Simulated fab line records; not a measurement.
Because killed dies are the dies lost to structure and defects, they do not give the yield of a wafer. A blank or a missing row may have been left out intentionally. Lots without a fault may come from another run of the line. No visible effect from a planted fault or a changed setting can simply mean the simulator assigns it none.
Matching of chambers -- flow n5 finfet -- N5_BEOL_M8_DEP_56 on pecvd-03 has 3 sister chambers
The step deposits SiCN from 3MS/NH3, target thk 10 nm, time 17.5 s. 3 wafers are shown with their chamber, then 7 later ones without.

## EACH WAFER AND ITS CHAMBER
wafer,chamber,throttle valve pct (%)
L081.6,0,9.6
L086.5,1,8.9
L091.5,2,8.5

## WAFERS MISSING THEIR CHAMBER
wafer,throttle valve pct (%)
L091.6,9.2
L094.1,9.2
L094.3,8.6
L094.4,9.3
L097.1,8.5
L097.5,9.4
L097.6,9.0

## WHICH CHAMBER EACH WENT THROUGH
wafer,from the rows above,in truth
L091.6,can't be placed: 1 or 0 or 2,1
L094.1,can't be placed: 1 or 0 or 2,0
L094.3,can't be placed: 2 or 1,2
L094.4,can't be placed: 0 or 1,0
L097.1,can't be placed: 2 or 1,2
L097.5,can't be placed: 0 or 1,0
L097.6,can't be placed: 1 or 2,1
Correctly placed: 0 of 7. These rows do not allow placing 7 (true chamber among the candidates in 7). Placed wrongly: 0.
How it was worked out, from the rows above alone: a wafer's distance from a chamber is the root of the sum, over the readings, of the square of ((its reading less the chamber's mean) divided by the reading's scatter). If the next closest chamber is less than 2 further off than the closest, the wafer can't be placed; otherwise it belongs to the closest. The mean given for a chamber averages the wafers shown for that chamber. The scatter: root of mean squared gap, hidden wafer to nearest shown wafer, with one shown wafer a chamber.
